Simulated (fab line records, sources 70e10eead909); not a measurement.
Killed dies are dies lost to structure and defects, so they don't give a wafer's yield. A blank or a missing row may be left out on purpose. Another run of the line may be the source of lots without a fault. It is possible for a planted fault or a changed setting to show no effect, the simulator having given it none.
Comparing a struck lot with a sound one :: flow nand harc :: 18 steps out of a route of 1159
Sound: the wafers L329.3, L329.4, L329.6. Wafers struck: L321.1, L321.2, L321.6. The cause is given at the end.
For every step that has rows: the tool of each side, followed by ch and its chambers, followed by its first start. Under that, the readings that differ: sound wafers :: struck wafers :: difference of the means :: sigmas: that difference in standard deviations of wafers without a fault.
alike: words and numbers the same on both sides, and readings whose means are apart by under 2 such deviations; not compared: readings that were withheld, readings missing a value for some wafer, numbers with overlapping values and no deviation given by the record, and bounds like >300 which may hide the same value.
Wherever a step has rows on one side only, a row that says differs or no value, or a row with sigmas, the two part there. When numbers do not overlap yet have no deviation, they are printed without sigmas and do not part them. Lack of a reading on every wafer of one side parts them only where that side has two or more wafers.

NHARC_P_ZERO_WELL_CD_MEAS_37: target cd 720 nm.
  sound on cd sem-02 ch 0, day 4 04:12; struck on cd sem-03 ch 0, day 2 04:02
  alike: cd nm
then, 1 step without rows for these wafers: NHARC_P_ZERO_WELL_HARDBAKE_38 (time 80 s).
NHARC_P_ZERO_WELL_DESCUM_39: chemistry O2, time 3 s.
  sound on rie diel-12 ch 0,1,3, day 4 04:22; struck on rie diel-04 ch 0,1,3, day 2 04:13
  alike: drypump motor current A, oes product au, rf vpp V, showerhead plenum p Torr, throttle valve pct
  not compared: rf hours counter h
then, 9 steps without rows for these wafers: NHARC_P_ZERO_WELL_IMPLANT_40; NHARC_P_ZERO_WELL_IMPLANT_59; NHARC_P_ZERO_WELL_IMPLANT_60; NHARC_P_ZERO_WELL_STRIP_41 (strips in SPM, time 840 s); NHARC_P_ZERO_WELL_DEHYDRATE_44 (time 120 s); NHARC_P_ZERO_WELL_HMDS_45 (time 30 s); NHARC_P_ZERO_WELL_COAT_46; NHARC_P_ZERO_WELL_SOFTBAKE_47 (time 95 s); NHARC_P_ZERO_WELL_EBR_48.
NHARC_P_ZERO_WELL_EXPOSE_49: exposes mask P HVPW, target cd 2000 nm.
  sound on krf scanner-02 ch 0, day 4 05:46; struck on krf scanner-02 ch 0, day 2 05:34
reading: mask
sound: P_HVPW#0 P_HVPW#0 P_HVPW#0
struck: P_NWELL#0 P_NWELL#0 P_NWELL#0
difference: differs
sigmas: 
  alike: exposure dose mJ cm2
then, 2 steps without rows for these wafers: NHARC_P_ZERO_WELL_PEB_50 (peb time 85 s); NHARC_P_ZERO_WELL_DEVELOP_51 (time 70 s).
NHARC_P_ZERO_WELL_CD_MEAS_52: target cd 2000 nm.
  sound on cd sem-03 ch 0, day 4 05:55; struck on cd sem-03 ch 0, day 2 05:43
reading: cd nm (nm)
sound: 2000.9 2001.7 2000.1
struck: - - -
difference: no value on the struck wafers
sigmas: 
then, 1 step without rows for these wafers: NHARC_P_ZERO_WELL_HARDBAKE_53 (time 80 s).
-- the record jumps here: 18 days lie between the struck wafers' starts before and after (it left off in module P_ZERO_WELL and takes up again in module END, whose first step shown is number 1159 of the route) --
NHARC_END_SORT_01:
  here the record holds rows for the struck wafers (prober-02 ch 0, day 19 23:31) but none for the sound ones

## WHERE THEY PART
Earliest at NHARC_P_ZERO_WELL_EXPOSE_49; latest, in this record, at NHARC_END_SORT_01.

WHY: what had been put in by the simulator
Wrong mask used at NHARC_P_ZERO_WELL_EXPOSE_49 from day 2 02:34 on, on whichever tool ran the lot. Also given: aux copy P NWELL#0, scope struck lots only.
